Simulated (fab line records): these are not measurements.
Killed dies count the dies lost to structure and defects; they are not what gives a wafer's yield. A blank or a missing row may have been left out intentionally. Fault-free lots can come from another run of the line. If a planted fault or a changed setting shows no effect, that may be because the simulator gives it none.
Matching of chambers + flow nand_harc + 3 sister chambers for NHARC_A_STAIRCASE_DEP_259 on pecvd-01
The step deposits SiON, target thk 30 nm. 6 wafers are shown with their chamber, then 9 later ones without.

## WAFERS, EACH WITH ITS CHAMBER
| wafer  | chamber | heater_power_w (W) |
|--------|---------|--------------------|
| L084.1 | 0       | 727                |
| L084.5 | 1       | 740                |
| L084.6 | 2       | 742                |
| L086.1 | 2       | 766                |
| L086.4 | 0       | 787                |
| L086.6 | 1       | 734                |

## WAFERS WITH NO CHAMBER GIVEN
| wafer  | heater_power_w (W) |
|--------|--------------------|
| L090.1 | 723                |
| L090.2 | 748                |
| L090.6 | 767                |
| L091.1 | 847                |
| L091.5 | 863                |
| L091.6 | 751                |
| L097.3 | 790                |
| L097.4 | 738                |
| L097.6 | 874                |

## WHICH CHAMBER EACH WENT THROUGH
| wafer  | from the rows above          | in truth |
|--------|------------------------------|----------|
| L090.1 | can't be placed: 1 or 2 or 0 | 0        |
| L090.2 | can't be placed: 2 or 0 or 1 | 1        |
| L090.6 | can't be placed: 0 or 2 or 1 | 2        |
| L091.1 | can't be placed: 0 or 2 or 1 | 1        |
| L091.5 | can't be placed: 0 or 2 or 1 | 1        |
| L091.6 | can't be placed: 2 or 0 or 1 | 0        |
| L097.3 | can't be placed: 0 or 2 or 1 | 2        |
| L097.4 | can't be placed: 1 or 2 or 0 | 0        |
| L097.6 | can't be placed: 0 or 2 or 1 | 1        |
Correct placement for 0 of the 9. From these rows, 9 cannot be placed; in 9 the true chamber is one of the candidates. 0 placed wrongly.
How it was worked out, from the rows above alone: a wafer's distance from a chamber is the root of the sum, over the readings, of the square of ((its reading less the chamber's mean) divided by the reading's scatter). The wafer belongs to the nearest chamber; if the next one is less than 2 further off, it can't be placed. The mean given for a chamber averages the wafers shown for that chamber. The scatter: the root of (the sum of the squares of (reading less its chamber's mean) over the shown wafers, divided by (wafers less chambers)).
